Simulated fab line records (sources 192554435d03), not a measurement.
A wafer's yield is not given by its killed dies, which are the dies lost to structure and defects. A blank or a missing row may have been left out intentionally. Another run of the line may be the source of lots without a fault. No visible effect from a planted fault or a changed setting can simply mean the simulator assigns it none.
Chamber matching / flow n5-finfet / N5_FIN_SAQP_ETCH_52 on rie-diel-03 has 4 sister chambers
The step etches SOC in N2/H2, target depth 100 nm, overetch 20 nm, time 150 s. 4 wafers are shown with their chamber, then 7 later ones without.

## WAFERS, EACH WITH ITS CHAMBER
wafer=L085.2; chamber=1; drypump-motor-current-A (A)=5.77
wafer=L085.6; chamber=3; drypump-motor-current-A (A)=5.16
wafer=L088.1; chamber=2; drypump-motor-current-A (A)=6.29
wafer=L088.4; chamber=0; drypump-motor-current-A (A)=5.32

## WAFERS MISSING THEIR CHAMBER
wafer=L088.5; drypump-motor-current-A (A)=5.29
wafer=L093.2; drypump-motor-current-A (A)=5.78
wafer=L093.4; drypump-motor-current-A (A)=6.32
wafer=L093.6; drypump-motor-current-A (A)=5.76
wafer=L094.4; drypump-motor-current-A (A)=5.77
wafer=L094.5; drypump-motor-current-A (A)=5.14
wafer=L094.6; drypump-motor-current-A (A)=6.25

## THE CHAMBER EACH PASSED THROUGH
wafer=L088.5; from the rows above=0; in truth=0
wafer=L093.2; from the rows above=1; in truth=1
wafer=L093.4; from the rows above=2; in truth=2
wafer=L093.6; from the rows above=1; in truth=1
wafer=L094.4; from the rows above=1; in truth=1
wafer=L094.5; from the rows above=3; in truth=3
wafer=L094.6; from the rows above=2; in truth=2
Correctly placed: 7 of 7. Left unplaced by these rows: 0. Wrongly placed: 0.
How it was worked out, from the rows above alone: a wafer's distance from a chamber is the root of the sum, over the readings, of the square of ((its reading less the chamber's mean) divided by the reading's scatter). If the next closest chamber is less than 2 further off than the closest, the wafer can't be placed; otherwise it belongs to the closest. Each chamber's mean is taken over the wafers shown for it. The scatter: with one shown wafer a chamber, the root of the mean of the squares of how far each hidden wafer lies from its nearest shown one.
